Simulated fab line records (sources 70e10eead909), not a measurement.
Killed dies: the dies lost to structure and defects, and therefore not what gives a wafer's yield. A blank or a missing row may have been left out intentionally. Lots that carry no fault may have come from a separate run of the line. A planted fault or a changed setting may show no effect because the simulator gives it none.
fab line records	flow nand-harc
record: lots: 24	wafers: 72	last-day: 34
route steps=1302 shown A_CONTACT@986 A_BLC@1120
lots that met no fault: taken from a fault-free run of the same line
start-h: the number of hours between the record's first day and the start of the first shown wafer of the lot	wait-h: time in hours since the lot's previous step	" unchanged from the row above	L1.1+2: a row that stands for several wafers	- either no value or no given start	* or withheld: withheld	< > ~ a bound
route shown NAME@n: a module of which the file shows steps, and the number in the route of the first	usual: the fault-free wafers' mean and standard deviation	same: alike in all rows	chamber/n: place in a boat	sites: per-site readings	_std_site: how widely they spread, as a standard deviation	_edge_site: outer sites' mean less inner sites'	radius-mm: for every site, how far away it sits from the centre of the wafer	mask NAME#n: copy n	behind: tool/chamber where the wafer was last shaped	hold: the reason the lot was held/the length of the hold in hours/how it ended	device: which transistor (n, p or np) failed to switch	end of line: tests run on the same wafers once the route is complete	a step given without rows: its recipe and nothing more	killed: at the first sort, the dies lost to defects and structure; wafer yield is something else	map: dies across one wafer; x = killed, . = not, _ = none there
set.NAME: the setting the step ran with; set.NAME@STEP: the setting that earlier step ran with	model.NAME: the simulator's own value behind a step, which no gauge read
steps of the route over a sample of lots; a table a step, a row a wafer
services: when a tool's chamber went out of use (start-h, in hours from the record's first day, below 0 if earlier), for how many hours, and the reason
== steps ==
step: NHARC_A_CONTACT_DEP_29
recipe: target-thk-a: 1000	target-thk-nm: 100	temp-c: 400	pressure-torr: 3.5	flow-sccm: 200	rf-w: 350	material: SiON
usual: heater-power-w: 748/110
lot.wafer	tool	chamber	start-h	wait-h	heater-power-w
L075.1	pecvd-03	0	497.86	3.6	743
L075.2	"	1	"	"	827
L075.5	"	2	"	"	814
L074.2	pecvd-03	2	498.00	3.0	891
L074.3	"	1	"	"	861
L074.4	"	2	"	"	862
L076.2	pecvd-03	1	507.00	2.9	863
L076.3	"	2	"	"	802
L076.5	"	2	"	"	789
L077.3	pecvd-03	1	532.33	2.2	792
L077.4	"	0	"	"	713
L077.5	"	1	"	"	786
L079.1	pecvd-01	0	540.51	3.6	570
L079.2	"	1	"	"	940
L079.4	"	2	"	"	797
L078.6	pecvd-01	1	554.07	0.1	954
L078.4	"	2	"	"	707
L078.5	"	0	"	"	582
L081.1	pecvd-02	1	561.44	3.6	755
L081.2	"	2	"	"	706
L081.5	"	0	"	"	650
L082.3	pecvd-03	0	573.40	2.2	669
L082.2	"	1	"	"	801
L082.4	"	0	"	"	678
L080.3	pecvd-03	0	575.72	2.1	670
L080.6	"	0	"	"	677
L080.4	"	1	"	"	835
L083.2	pecvd-03	0	579.72	2.9	722
L083.3	"	1	"	"	776
L083.6	"	2	"	"	755
L084.3	pecvd-02	2	585.08	2.2	701
L084.1	"	0	"	"	597
L084.6	"	0	"	"	573
L085.3	pecvd-01	2	601.12	2.1	717
L085.1	"	0	"	"	545
L085.6	"	2	"	"	739
L086.5	pecvd-01	2	608.31	0.8	780
L086.6	"	0	"	"	539
L086.4	"	1	"	"	912
L087.2	pecvd-03	1	610.28	2.9	795
L087.3	"	2	"	"	691
L087.4	"	1	"	"	793
L088.3	pecvd-03	1	643.03	2.1	760
L088.2	"	2	"	"	723
L088.5	"	0	"	"	698
L089.2	pecvd-03	0	644.29	2.9	687
L089.5	"	0	"	"	683
L089.4	"	1	"	"	782
L090.1	pecvd-02	0	659.47	3.6	678
L090.4	"	0	"	"	675
L090.5	"	2	"	"	657
L091.3	pecvd-03	2	659.68	2.2	807
L091.1	"	0	"	"	627
L091.5	"	0	"	"	630
L092.3	pecvd-02	2	668.24	2.2	554
L092.1	"	0	"	"	717
L092.5	"	2	"	"	551
L093.3	pecvd-02	1	683.24	2.1	851
L093.4	"	1	"	"	872
L093.5	"	2	"	"	612
L096.1	pecvd-02	1	691.51	3.5	876
L096.3	"	2	"	"	589
L096.6	"	0	"	"	717
L094.2	pecvd-01	2	691.53	2.8	763
L094.3	"	0	"	"	592
L094.4	"	0	"	"	597
L095.4	pecvd-03	0	695.83	1.5	654
L095.6	"	1	"	"	769
L095.5	"	2	"	"	721
L097.3	pecvd-01	1	726.06	2.2	1014
L097.4	"	2	"	"	654
L097.5	"	1	"	"	1018
step: NHARC_A_CONTACT_DEP_58
recipe: target-thk-a: 900	target-thk-nm: 90	temp-c: 400	pressure-torr: 3.5	flow-sccm: 200	rf-w: 350	material: SiON
usual: heater-power-w: 729/110
lot.wafer	tool	chamber	start-h	wait-h	heater-power-w
L074.2	pecvd-03	2	513.10	2.1	830
L074.3	"	2	"	"	826
L074.4	"	1	"	"	792
L075.2	pecvd-01	0	513.10	2.2	607
L075.1	"	1	"	"	894
L075.5	"	0	"	"	504
L076.2	pecvd-02	1	518.28	2.2	807
L076.3	"	2	"	"	618
L076.5	"	1	"	"	801
L077.3	pecvd-02	0	543.14	1.7	616
L077.4	"	2	"	"	625
L077.5	"	1	"	"	738
L079.1	pecvd-02	2	550.68	2.7	717
L079.2	"	0	"	"	624
L079.4	"	0	"	"	631
L078.5	pecvd-02	0	567.78	0.6	566
L078.4	"	1	"	"	737
L078.6	"	2	"	"	668
L081.2	pecvd-03	1	574.80	2.2	850
L081.1	"	0	"	"	651
L081.5	"	1	"	"	846
L082.2	pecvd-02	0	583.49	2.2	698
L082.3	"	2	"	"	691
L082.4	"	1	"	"	795
L080.3	pecvd-01	2	587.62	1.7	762
L080.4	"	2	"	"	756
L080.6	"	1	"	"	988
L083.3	pecvd-03	0	590.12	1.6	727
L083.2	"	1	"	"	725
L083.6	"	2	"	"	817
L084.3	pecvd-03	2	595.60	1.6	782
L084.1	"	1	"	"	835
L084.6	"	1	"	"	843
L085.1	pecvd-02	0	615.38	2.7	657
L085.3	"	0	"	"	669
L085.6	"	2	"	"	617
L086.5	pecvd-01	1	623.93	0.7	1045
L086.4	"	2	"	"	731
L086.6	"	0	"	"	586
L087.3	pecvd-01	1	626.37	1.7	854
L087.2	"	2	"	"	725
L087.4	"	0	"	"	539
L088.3	pecvd-02	1	653.30	1.7	836
L088.2	"	2	"	"	672
L088.5	"	1	"	"	851
L089.2	pecvd-03	1	655.41	2.2	849
L089.5	"	0	"	"	660
L089.4	"	2	"	"	750
L090.1	pecvd-02	2	672.09	2.7	632
L090.5	"	2	"	"	624
L090.4	"	0	"	"	699
L091.1	pecvd-02	2	673.31	2.7	572
L091.3	"	1	"	"	797
L091.5	"	2	"	"	585
L092.3	pecvd-03	1	679.12	1.8	808
L092.1	"	2	"	"	800
L092.5	"	2	"	"	802
L093.3	pecvd-03	0	694.75	1.6	662
L093.4	"	2	"	"	777
L093.5	"	1	"	"	773
L096.3	pecvd-02	1	702.35	1.7	843
L096.1	"	0	"	"	628
L096.6	"	1	"	"	828
L094.2	pecvd-01	2	702.61	2.2	661
L094.3	"	0	"	"	562
L094.4	"	0	"	"	576
L095.5	pecvd-03	2	708.37	0.6	836
L095.6	"	0	"	"	685
L095.4	"	1	"	"	859
L097.3	pecvd-02	0	737.67	1.8	618
L097.4	"	0	"	"	611
L097.5	"	1	"	"	857
step: NHARC_A_CONTACT_CD_MEAS_08
recipe: target-cd-nm: 200	landing-energy-ev: 500
usual: cd-nm: 199.8/0.57
lot.wafer	tool	chamber	start-h	wait-h	cd-nm
L074.2	cd-sem-01	0	521.86	-	199.7
L074.3	"	0	"	"	199.8
L074.4	"	0	"	"	199.6
L075.1	cd-sem-02	0	522.40	-	200.0
L075.2	"	0	"	"	199.3
L075.5	"	0	"	"	200.0
L076.2	cd-sem-01	0	527.73	-	198.9
L076.3	"	0	"	"	200.0
L076.5	"	0	"	"	199.3
L077.3	cd-sem-01	0	552.86	-	199.8
L077.4	"	0	"	"	201.0
L077.5	"	0	"	"	200.5
L079.1	cd-sem-01	0	563.74	-	199.8
L079.2	"	0	"	"	199.6
L079.4	"	0	"	"	199.8
L078.4	cd-sem-02	0	577.69	-	199.6
L078.5	"	0	"	"	200.3
L078.6	"	0	"	"	199.2
L081.1	cd-sem-02	0	583.29	-	199.6
L081.2	"	0	"	"	200.6
L081.5	"	0	"	"	199.3
L082.2	cd-sem-01	0	594.14	-	199.9
L082.3	"	0	"	"	199.0
L082.4	"	0	"	"	200.0
L080.3	cd-sem-02	0	597.62	-	199.7
L080.4	"	0	"	"	199.8
L080.6	"	0	"	"	199.5
L083.2	cd-sem-01	0	598.76	-	199.3
L083.3	"	0	"	"	199.7
L083.6	"	0	"	"	199.1
L084.1	cd-sem-01	0	604.45	-	200.2
L084.3	"	0	"	"	200.3
L084.6	"	0	"	"	199.8
L085.1	cd-sem-03	0	626.92	-	200.0
L085.3	"	0	"	"	198.9
L085.6	"	0	"	"	198.8
L086.4	cd-sem-02	0	632.38	-	200.5
L086.5	"	0	"	"	200.3
L086.6	"	0	"	"	199.3
L087.2	cd-sem-01	0	634.81	-	198.9
L087.3	"	0	"	"	199.8
L087.4	"	0	"	"	199.6
L088.2	cd-sem-01	0	663.83	-	200.5
L088.3	"	0	"	"	199.7
L088.5	"	0	"	"	200.7
L089.2	cd-sem-03	0	665.43	-	199.3
L089.4	"	0	"	"	200.5
L089.5	"	0	"	"	199.6
L090.1	cd-sem-02	0	682.63	-	200.4
L090.4	"	0	"	"	199.2
L090.5	"	0	"	"	199.5
L091.1	cd-sem-01	0	684.21	-	198.9
L091.3	"	0	"	"	200.0
L091.5	"	0	"	"	199.2
L092.1	cd-sem-02	0	687.92	-	200.3
L092.3	"	0	"	"	199.5
L092.5	"	0	"	"	200.1
L093.3	cd-sem-03	0	703.79	-	200.7
L093.4	"	0	"	"	200.1
L093.5	"	0	"	"	199.5
L096.1	cd-sem-01	0	710.73	-	199.4
L096.3	"	0	"	"	198.8
L096.6	"	0	"	"	199.4
L094.2	cd-sem-01	0	711.11	-	200.9
L094.3	"	0	"	"	200.1
L094.4	"	0	"	"	201.1
L095.4	cd-sem-01	0	716.92	-	199.6
L095.5	"	0	"	"	198.5
L095.6	"	0	"	"	199.4
L097.3	cd-sem-01	0	752.23	-	198.9
L097.4	"	0	"	"	200.4
L097.5	"	0	"	"	199.4
step: NHARC_A_CONTACT_DESCUM_13
recipe: time-s: 3	o2-flow-sccm: 200	ar-flow-sccm: 0	bias-power-w: 0	chemistry: O2
usual: drypump-motor-current-A: 5.8/0.37	mfc-ar-sccm: 0.0006/0.00093	oes-product-au: 0.993/0.012	rf-vpp-V: 57.7/0.94	showerhead-plenum-p-Torr: 1.91/0.095	throttle-valve-pct: 11.311/0.0089
lot.wafer	tool	chamber	start-h	wait-h	drypump-motor-current-A	mfc-ar-sccm	oes-product-au	rf-hours-counter-h	rf-vpp-V	showerhead-plenum-p-Torr	throttle-valve-pct
L074.2	rie-diel-05	2	522.04	0.1	5.9	0	0.991	20	58.7	1.86	11.315
L074.4	"	0	"	"	6.0	0	0.998	20	56.6	1.77	11.319
L074.3	"	1	"	"	6.2	0.0006	0.999	19	57.2	2.00	11.302
L075.2	rie-diel-02	1	522.59	0.1	5.0	0	1.007	39	58.3	2.06	11.317
L075.1	"	2	"	"	6.6	0	1.006	42	58.9	1.86	11.317
L075.5	"	0	"	"	5.8	0.0037	1.006	-	55.8	2.04	11.322
L076.3	rie-diel-05	2	527.92	0.1	5.8	0	0.992	21	59.1	1.86	11.321
L076.2	"	3	"	"	5.7	0.0010	1.001	21	57.7	1.95	11.310
L076.5	"	2	"	"	5.9	0	0.989	-	58.5	1.86	11.319
L077.4	rie-diel-05	2	553.07	0.1	5.8	0	1.001	26	58.9	1.86	11.327
L077.3	"	3	"	"	5.7	0.0010	0.999	25	58.7	1.95	11.301
L077.5	"	1	"	"	6.2	0.0006	0.995	-	58.8	2.00	11.323
L079.2	rie-diel-05	3	563.94	0.1	5.7	0.0010	1.013	27	57.6	1.95	11.302
L079.4	"	0	"	"	6.0	0	1.024	26	58.1	1.77	11.295
L079.1	"	1	"	"	6.2	0.0006	0.993	26	58.7	2.00	11.330
L078.4	rie-diel-05	0	577.90	0.1	6.0	0	1.000	29	56.8	1.77	11.314
L078.5	"	1	"	"	6.2	0.0006	0.988	-	57.5	2.00	11.311
L078.6	"	2	"	"	5.8	0	0.988	-	58.2	1.86	11.319
L081.2	rie-diel-05	0	583.48	0.1	6.0	0	1.014	31	56.2	1.77	11.313
L081.1	"	1	"	"	6.2	0.0006	0.994	30	57.9	2.00	11.306
L081.5	"	3	"	"	5.7	0.0010	1.003	-	57.0	1.95	11.321
L082.2	rie-diel-05	1	594.32	0.1	6.2	0.0006	0.981	0	58.8	2.00	11.317
L082.3	"	3	"	"	5.7	0.0010	0.977	0	57.5	1.95	11.300
L082.4	"	3	"	"	5.8	0.0010	0.979	-	58.3	1.95	11.311
L080.3	rie-diel-02	0	597.82	0.1	5.7	0.0037	1.008	6	58.7	2.04	11.311
L080.4	"	2	"	"	6.6	0	0.990	10	59.2	1.86	11.300
L080.6	"	0	"	"	5.8	0.0037	0.997	-	57.6	2.04	11.307
L083.3	rie-diel-05	3	598.94	0.1	5.7	0.0010	0.981	2	56.9	1.95	11.307
L083.2	"	0	"	"	6.0	0	0.993	2	56.6	1.77	11.311
L083.6	"	3	"	"	5.7	0.0010	0.989	-	58.3	1.95	11.313
L084.3	rie-diel-12	0	604.65	0.1	4.9	0	1.010	55	57.9	1.77	11.318
L084.1	"	1	"	"	6.5	0	1.005	51	57.3	1.87	11.297
L084.6	"	3	"	"	5.7	0.0023	0.991	-	57.5	1.95	11.300
L085.3	rie-diel-05	2	627.11	0.1	5.8	0	0.994	4	55.9	1.86	11.298
L085.1	"	1	"	"	6.2	0.0006	0.983	7	57.7	2.00	11.315
L085.6	"	3	"	"	5.7	0.0010	0.984	-	58.7	1.95	11.296
L086.4	rie-diel-05	0	632.58	0.1	6.0	0	0.990	7	56.7	1.77	11.309
L086.5	"	2	"	"	5.8	0	0.987	-	56.9	1.86	11.311
L086.6	"	3	"	"	5.7	0.0010	0.981	-	57.1	1.94	11.324
L087.3	rie-diel-05	1	635.00	0.1	6.2	0.0006	0.965	8	58.3	2.00	11.306
L087.2	"	2	"	"	5.8	0	0.999	5	56.5	1.86	11.300
L087.4	"	0	"	"	6.0	0	0.987	8	57.1	1.77	11.308
L088.2	rie-diel-05	1	664.03	0.1	6.2	0.0006	0.974	12	58.5	1.99	11.302
L088.3	"	2	"	"	5.8	0	0.983	10	58.5	1.86	11.299
L088.5	"	0	"	"	6.0	0	0.995	-	58.0	1.77	11.317
L089.2	rie-diel-12	3	665.63	0.1	5.8	0.0023	0.988	6	57.7	1.95	11.301
L089.4	"	0	"	"	4.9	0	0.987	7	58.2	2.07	11.318
L089.5	"	3	"	"	5.7	0.0023	0.981	-	58.2	1.95	11.314
L090.1	rie-diel-05	0	682.83	0.1	6.0	0	0.973	16	56.1	1.77	11.314
L090.4	"	2	"	"	5.8	0	0.988	-	55.9	1.85	11.320
L090.5	"	1	"	"	6.2	0.0006	0.983	-	59.1	1.99	11.306
L091.3	rie-diel-02	1	684.41	0.1	5.0	0	0.993	36	58.5	2.05	11.333
L091.1	"	3	"	"	5.9	0	0.995	34	56.7	1.82	11.319
L091.5	"	1	"	"	5.0	0	0.991	-	57.3	2.05	11.323
L092.3	rie-diel-02	0	688.11	0.1	5.8	0.0037	1.012	33	58.0	2.03	11.311
L092.1	"	2	"	"	6.6	0	1.008	40	60.0	1.85	11.318
L092.5	"	0	"	"	5.8	0.0037	1.012	-	57.7	2.03	11.314
L093.4	rie-diel-05	1	703.97	0.1	6.2	0.0006	0.967	20	57.5	1.99	11.315
L093.3	"	3	"	"	5.7	0.0010	0.994	19	57.8	1.94	11.310
L093.5	"	2	"	"	5.9	0	1.005	-	58.1	1.85	11.301
L096.1	rie-diel-12	0	710.92	0.1	4.9	0	0.996	21	58.1	2.07	11.305
L096.3	"	1	"	"	6.6	0	0.993	22	59.9	1.86	11.295
L096.6	"	0	"	"	4.9	0	0.993	-	58.3	2.07	11.304
L094.2	rie-diel-05	2	711.29	0.1	5.8	0	0.996	21	56.4	1.85	11.306
L094.4	"	0	"	"	6.0	0	0.976	22	56.6	1.76	11.306
L094.3	"	1	"	"	6.2	0.0006	0.972	23	58.4	1.99	11.305
L095.4	rie-diel-05	0	717.13	0.1	6.0	0	0.987	23	56.6	1.76	11.303
L095.6	"	1	"	"	6.2	0.0006	0.981	-	57.7	1.99	11.316
L095.5	"	2	"	"	5.8	0	0.997	-	57.1	1.85	11.316
L097.4	rie-diel-05	0	752.41	0.1	6.0	0	0.985	26	59.5	1.76	11.310
L097.3	"	3	"	"	5.7	0.0010	0.988	24	58.1	1.94	11.307
L097.5	"	1	"	"	6.2	0.0006	0.978	-	58.3	1.99	11.318
step: NHARC_A_CONTACT_ETCH_136
recipe: source-w: withheld	pressure-mtorr: 20	bias-v: 1200	time-s: 311	target-depth-a: 19120	ar-flow-sccm: withheld	c4f8-flow-sccm: withheld	o2-flow-sccm: withheld	chemistry: C4F8/O2/Ar
lot.wafer	tool	chamber	start-h	wait-h	rf-hours-counter-h
L074.2	har-cap-etch-01	0	523.65	0.2	2
L074.3	"	0	"	"	-
L074.4	"	1	"	"	-
L075.1	har-cap-etch-03	0	524.18	0.2	48
L075.2	"	1	"	"	48
L075.5	"	1	"	"	-
L076.2	har-cap-etch-02	1	529.67	0.3	91
L076.3	"	0	"	"	-
L076.5	"	0	"	"	-
L077.4	har-cap-etch-01	0	554.74	0.2	-
L077.3	"	1	"	"	-
L077.5	"	1	"	"	-
L079.1	har-cap-etch-02	1	565.53	0.2	96
L079.2	"	0	"	"	96
L079.4	"	1	"	"	-
L078.4	har-cap-etch-02	0	579.72	0.2	-
L078.6	"	0	"	"	-
L078.5	"	1	"	"	-
L081.1	har-cap-etch-02	1	585.07	0.2	101
L081.2	"	0	"	"	101
L081.5	"	1	"	"	-
L082.2	har-cap-etch-01	0	596.14	0.2	16
L082.4	"	0	"	"	-
L082.3	"	1	"	"	-
L080.3	har-cap-etch-03	0	599.77	0.2	-
L080.4	"	1	"	"	-
L080.6	"	0	"	"	-
L083.2	har-cap-etch-01	1	600.80	0.2	17
L083.3	"	1	"	"	-
L083.6	"	0	"	"	-
L084.1	har-cap-etch-03	0	606.38	0.2	63
L084.3	"	0	"	"	-
L084.6	"	1	"	"	-
L085.1	har-cap-etch-02	0	628.76	0.2	110
L085.3	"	1	"	"	-
L085.6	"	1	"	"	-
L086.4	har-cap-etch-01	1	634.26	0.2	-
L086.5	"	1	"	"	-
L086.6	"	0	"	"	-
L087.2	har-cap-etch-02	1	636.59	0.2	111
L087.3	"	1	"	"	-
L087.4	"	0	"	"	-
L088.2	har-cap-etch-03	1	665.61	0.2	72
L088.3	"	1	"	"	-
L088.5	"	1	"	"	-
L089.2	har-cap-etch-01	1	667.26	0.2	28
L089.4	"	1	"	"	-
L089.5	"	1	"	"	-
L090.1	har-cap-etch-03	1	684.68	0.2	75
L090.4	"	0	"	"	-
L090.5	"	1	"	"	-
L091.1	har-cap-etch-01	1	686.12	0.2	32
L091.3	"	0	"	"	-
L091.5	"	0	"	"	-
L092.1	har-cap-etch-03	0	689.76	0.2	77
L092.3	"	1	"	"	-
L092.5	"	0	"	"	-
L093.4	har-cap-etch-01	0	706.21	0.2	-
L093.3	"	1	"	"	-
L093.5	"	1	"	"	-
L096.1	har-cap-etch-03	0	712.83	0.3	81
L096.3	"	0	"	"	-
L096.6	"	0	"	"	-
L094.2	har-cap-etch-01	0	712.95	0.2	39
L094.4	"	1	"	"	-
L094.3	"	0	"	"	-
L095.4	har-cap-etch-02	0	718.79	0.2	-
L095.5	"	0	"	"	-
L095.6	"	1	"	"	-
L097.3	har-cap-etch-03	1	754.10	0.2	-
L097.4	"	0	"	"	-
L097.5	"	0	"	"	-
step: NHARC_A_BLC_DESCUM_15
recipe: time-s: 3	o2-flow-sccm: 200	ar-flow-sccm: 0	bias-power-w: 0	chemistry: O2
usual: drypump-motor-current-A: 5.7/0.51	mfc-ar-sccm: 0.004/0.0088	oes-product-au: 1.002/0.0084	rf-vpp-V: 57.7/0.82	showerhead-plenum-p-Torr: 1.90/0.075	throttle-valve-pct: 11.311/0.0091
lot.wafer	tool	chamber	start-h	wait-h	drypump-motor-current-A	mfc-ar-sccm	oes-product-au	rf-hours-counter-h	rf-vpp-V	showerhead-plenum-p-Torr	throttle-valve-pct
L074.4	rie-diel-04	1	528.26	0.1	5.7	0.025	0.994	8	57.4	1.97	11.319
L074.2	"	2	"	"	5.5	0.000	0.990	8	57.8	1.89	11.311
L074.3	"	3	"	"	6.5	0	0.983	9	58.3	1.83	11.317
L075.1	rie-diel-04	2	529.07	0.1	5.5	0.000	0.995	9	58.6	1.89	11.320
L075.2	"	0	"	"	4.9	0	1.007	9	58.0	1.97	11.320
L075.5	"	2	"	"	5.5	0.000	1.000	-	58.4	1.89	11.311
L076.2	rie-diel-07	1	534.77	0.1	5.4	0.001	1.002	5	57.7	1.83	11.318
L076.3	"	3	"	"	6.5	0	0.994	4	58.5	2.04	11.321
L076.5	"	1	"	"	5.3	0.001	1.012	-	57.0	1.83	11.292
L077.4	rie-diel-04	1	559.26	0.1	5.7	0.025	1.013	1	58.0	1.97	11.306
L077.3	"	3	"	"	6.5	0	1.004	1	58.0	1.83	11.321
L077.5	"	2	"	"	5.5	0.000	0.981	-	56.9	1.89	11.314
L079.4	rie-diel-04	2	570.28	0.1	5.5	0.000	0.992	2	57.8	1.89	11.323
L079.1	"	3	"	"	6.5	0	0.993	2	58.2	1.83	11.312
L079.2	"	0	"	"	4.9	0	1.003	2	57.7	1.97	11.328
L078.4	rie-diel-04	2	584.41	0.1	5.5	0.000	0.991	2	58.1	1.89	11.315
L078.5	"	0	"	"	4.9	0	1.008	-	57.3	1.97	11.306
L078.6	"	1	"	"	5.7	0.025	1.010	-	57.7	1.97	11.299
L081.2	rie-diel-07	2	589.88	0.1	5.6	0	0.993	9	57.6	1.84	11.315
L081.1	"	3	"	"	6.5	0	0.984	8	58.0	2.04	11.300
L081.5	"	0	"	"	6.0	0	0.995	-	57.0	1.83	11.308
L082.3	rie-diel-04	1	601.08	0.1	5.7	0.025	1.002	3	58.9	1.97	11.308
L082.2	"	2	"	"	5.5	0.000	0.989	3	57.5	1.89	11.323
L082.4	"	3	"	"	6.5	0	0.996	3	57.2	1.83	11.310
L080.4	rie-diel-04	0	604.37	0.1	4.9	0	1.006	4	58.6	1.97	11.315
L080.3	"	1	"	"	5.7	0.025	1.004	4	58.8	1.97	11.314
L080.6	"	3	"	"	6.5	0	1.004	-	58.8	1.83	11.314
L083.2	rie-diel-04	2	605.44	0.1	5.5	0.000	0.999	4	57.9	1.89	11.303
L083.3	"	3	"	"	6.5	0	1.008	4	56.8	1.83	11.309
L083.6	"	2	"	"	5.5	0.000	0.997	-	56.8	1.89	11.308
L084.1	rie-diel-07	2	611.02	0.1	5.5	0	0.997	11	57.1	1.84	11.310
L084.3	"	3	"	"	6.4	0	0.997	10	57.7	2.04	11.328
L084.6	"	1	"	"	5.3	0.001	1.003	-	57.6	1.83	11.311
L085.3	rie-diel-07	0	633.32	0.1	6.0	0	0.992	13	57.1	1.83	11.302
L085.1	"	2	"	"	5.5	0	0.994	12	57.5	1.84	11.312
L085.6	"	3	"	"	6.5	0	0.997	-	59.0	2.04	11.316
L086.4	rie-diel-07	1	638.97	0.1	5.3	0.001	1.005	13	56.3	1.83	11.305
L086.5	"	3	"	"	6.5	0	0.998	-	59.4	2.04	11.304
L086.6	"	0	"	"	6.0	0	0.991	-	57.6	1.83	11.314
L087.3	rie-diel-04	0	641.39	0.1	4.9	0	1.006	7	56.6	1.97	11.312
L087.2	"	1	"	"	5.7	0.025	1.008	7	56.2	1.97	11.326
L087.4	"	2	"	"	5.5	0.000	1.014	6	57.2	1.89	11.318
L088.3	rie-diel-07	1	670.35	0.1	5.3	0.001	1.019	1	56.9	1.83	11.310
L088.2	"	0	"	"	6.0	0	1.002	1	57.3	1.83	11.314
L088.5	"	2	"	"	5.6	0	1.002	-	55.2	1.84	11.313
L089.4	rie-diel-07	0	672.05	0.1	6.0	0	1.009	2	58.3	1.83	11.304
L089.2	"	2	"	"	5.5	0	0.992	1	57.5	1.84	11.305
L089.5	"	0	"	"	6.0	0	0.999	-	57.9	1.83	11.299
L090.1	rie-diel-04	3	689.62	0.1	6.5	0	1.002	9	56.9	1.83	11.308
L090.4	"	1	"	"	5.7	0.025	1.006	10	58.4	1.97	11.311
L090.5	"	0	"	"	4.9	0	1.021	-	58.0	1.97	11.323
L091.3	rie-diel-04	2	690.70	0.1	5.5	0.000	0.996	9	57.5	1.89	11.304
L091.1	"	1	"	"	5.7	0.025	1.007	10	57.2	1.97	11.315
L091.5	"	3	"	"	6.5	0	1.007	-	58.1	1.83	11.306
L092.3	rie-diel-04	2	694.85	0.1	5.5	0.000	1.002	10	58.2	1.89	11.312
L092.1	"	0	"	"	4.9	0	1.016	11	56.8	1.97	11.305
L092.5	"	2	"	"	5.5	0.000	0.994	-	58.1	1.89	11.309
L093.4	rie-diel-13	1	711.02	0.1	6.3	0	1.004	1	57.5	2.08	11.306
L093.3	"	2	"	"	5.3	0	1.004	1	57.5	1.79	11.314
L093.5	"	1	"	"	6.3	0	0.993	-	56.8	2.08	11.319
L096.3	rie-diel-07	2	717.82	0.1	5.6	0	0.997	5	58.1	1.84	11.315
L096.1	"	3	"	"	6.5	0	0.997	5	57.5	2.04	11.290
L096.6	"	0	"	"	6.0	0	0.995	-	57.2	1.83	11.289
L094.2	rie-diel-04	0	718.11	0.1	4.9	0	1.010	0	57.7	1.97	11.324
L094.4	"	1	"	"	5.7	0.025	0.997	0	57.5	1.97	11.298
L094.3	"	2	"	"	5.5	0.000	1.002	0	57.7	1.89	11.313
L095.4	rie-diel-07	2	723.51	0.1	5.5	0	0.998	5	55.9	1.84	11.302
L095.6	"	0	"	"	5.9	0	1.002	-	56.5	1.83	11.311
L095.5	"	1	"	"	5.3	0.001	1.007	-	58.2	1.83	11.312
L097.3	rie-diel-04	3	758.84	0.1	6.5	0	1.008	2	56.8	1.83	11.321
L097.4	"	0	"	"	4.9	0	1.015	2	57.7	1.97	11.338
L097.5	"	3	"	"	6.5	0	1.010	-	57.9	1.83	11.304
== services ==
tool	chamber	start-h	hours	kind
pecvd-03	-	479.78	0.7	repair
rie-diel-04	-	481.04	0.2	repair
pecvd-01	-	492.00	13.0	pm
har-cap-etch-01	-	497.00	17.0	pm
pecvd-03	0	498.29	20.0	repair
pecvd-02	-	505.33	0.4	repair
rie-diel-07	3	505.70	5.4	repair
rie-diel-04	-	531.91	9.0	pm
pecvd-03	-	548.44	13.0	pm
rie-diel-07	2	581.58	6.3	repair
rie-diel-05	-	583.60	9.0	pm
pecvd-02	-	589.50	13.0	pm
pecvd-02	2	609.37	2.5	repair
pecvd-02	1	612.37	20.8	repair
pecvd-01	2	640.94	8.0	repair
rie-diel-07	-	648.33	9.0	pm
pecvd-01	-	673.00	13.0	pm
rie-diel-04	-	708.91	9.0	pm
pecvd-02	-	709.89	1.0	repair
pecvd-01	0	715.81	16.4	repair
pecvd-01	-	718.46	1.0	repair
rie-diel-05	0	720.99	14.9	repair
rie-diel-05	3	725.65	6.0	repair
pecvd-03	-	729.54	13.0	pm
== key ==
fault none
